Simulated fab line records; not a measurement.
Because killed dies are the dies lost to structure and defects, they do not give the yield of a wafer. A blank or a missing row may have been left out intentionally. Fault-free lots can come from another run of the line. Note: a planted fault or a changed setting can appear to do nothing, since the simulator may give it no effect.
Chamber matching + flow n5-finfet + rie-diel-01 running N5_BEOL_M1_STRIP_36: 4 sister chambers
The step strips in N2/H2. 30 wafers are shown with their chamber, then 12 later ones without.

== EACH WAFER AND ITS CHAMBER ==
| wafer  | chamber | throttle-valve-pct (%) | drypump-motor-current-A (A) | showerhead-plenum-p-Torr (Torr) |
|--------|---------|------------------------|-----------------------------|---------------------------------|
| L074.1 | 0       | 23.9                   | 5.3                         | 2.60                            |
| L074.2 | 1       | 23.2                   | 6.0                         | 2.58                            |
| L074.3 | 3       | 23.5                   | 5.8                         | 2.44                            |
| L074.4 | 2       | 23.8                   | 6.2                         | 2.54                            |
| L074.5 | 2       | 23.8                   | 6.3                         | 2.54                            |
| L074.6 | 3       | 23.6                   | 5.8                         | 2.44                            |
| L076.1 | 0       | 23.9                   | 5.3                         | 2.59                            |
| L076.2 | 1       | 23.2                   | 6.0                         | 2.58                            |
| L076.3 | 3       | 23.6                   | 5.8                         | 2.44                            |
| L076.4 | 0       | 23.9                   | 5.3                         | 2.60                            |
| L076.5 | 1       | 23.2                   | 6.0                         | 2.58                            |
| L076.6 | 3       | 23.5                   | 5.8                         | 2.44                            |
| L078.1 | 1       | 23.2                   | 6.0                         | 2.57                            |
| L078.2 | 2       | 23.8                   | 6.3                         | 2.54                            |
| L078.3 | 3       | 23.5                   | 5.8                         | 2.43                            |
| L078.4 | 0       | 23.9                   | 5.3                         | 2.59                            |
| L078.5 | 3       | 23.6                   | 5.8                         | 2.43                            |
| L078.6 | 2       | 23.8                   | 6.3                         | 2.54                            |
| L079.1 | 1       | 23.2                   | 6.0                         | 2.57                            |
| L079.3 | 2       | 23.8                   | 6.3                         | 2.54                            |
| L079.5 | 2       | 23.8                   | 6.3                         | 2.54                            |
| L080.1 | 2       | 23.8                   | 6.3                         | 2.54                            |
| L080.2 | 3       | 23.5                   | 5.8                         | 2.43                            |
| L080.4 | 0       | 23.9                   | 5.3                         | 2.59                            |
| L082.1 | 3       | 23.6                   | 5.8                         | 2.43                            |
| L082.2 | 1       | 23.2                   | 6.0                         | 2.57                            |
| L082.3 | 2       | 23.8                   | 6.2                         | 2.54                            |
| L083.3 | 3       | 23.5                   | 5.8                         | 2.43                            |
| L083.4 | 0       | 23.9                   | 5.3                         | 2.59                            |
| L083.5 | 0       | 23.9                   | 5.2                         | 2.59                            |

SIGNATURES (means of the wafers above)
| reading                  | chamber 0 | chamber 1 | chamber 2 | chamber 3 | scatter within a chamber |
|--------------------------|-----------|-----------|-----------|-----------|--------------------------|
| throttle-valve-pct       | 23.900    | 23.200    | 23.800    | 23.544    | 0.0292                   |
| drypump-motor-current-A  | 5.286     | 6.000     | 6.275     | 5.800     | 0.0301                   |
| showerhead-plenum-p-Torr | 2.5929    | 2.5750    | 2.5400    | 2.4344    | 0.00445                  |
Rule: for each reading, subtract the chamber's mean from the wafer's reading, divide by that reading's scatter and square the result; add these up over the readings and take the root, which gives the wafer's distance from the chamber. If the next closest chamber is less than 2 further off than the closest, the wafer can't be placed; otherwise it belongs to the closest. How the scatter is found: for the shown wafers, subtract from each reading the mean of its chamber, square and add these, divide the total by (wafers less chambers), then take the root.

== WAFERS MISSING THEIR CHAMBER ==
| wafer  | throttle-valve-pct (%) | drypump-motor-current-A (A) | showerhead-plenum-p-Torr (Torr) |
|--------|------------------------|-----------------------------|---------------------------------|
| L084.1 | 23.8                   | 6.3                         | 2.54                            |
| L084.2 | 23.2                   | 6.0                         | 2.57                            |
| L084.3 | 23.9                   | 5.3                         | 2.59                            |
| L084.4 | 23.5                   | 5.8                         | 2.43                            |
| L084.5 | 23.9                   | 5.3                         | 2.59                            |
| L084.6 | 23.2                   | 6.0                         | 2.57                            |
| L094.1 | 23.6                   | 5.3                         | 2.58                            |
| L094.2 | 23.6                   | 5.8                         | 2.42                            |
| L094.3 | 23.3                   | 6.0                         | 2.56                            |
| L095.2 | 23.3                   | 6.0                         | 2.56                            |
| L095.3 | 23.6                   | 5.8                         | 2.42                            |
| L095.5 | 23.6                   | 5.3                         | 2.58                            |

== CHAMBER TAKEN BY EACH ==
| wafer  | from the rows above | in truth |
|--------|---------------------|----------|
| L084.1 | 2                   | 2        |
| L084.2 | 1                   | 1        |
| L084.3 | 0                   | 0        |
| L084.4 | 3                   | 3        |
| L084.5 | 0                   | 0        |
| L084.6 | 1                   | 1        |
| L094.1 | 0                   | 0        |
| L094.2 | 3                   | 3        |
| L094.3 | 1                   | 1        |
| L095.2 | 1                   | 1        |
| L095.3 | 3                   | 3        |
| L095.5 | 0                   | 0        |
Correctly placed: 12 of 12. Number that these rows cannot place: 0. Wrongly placed: 0.
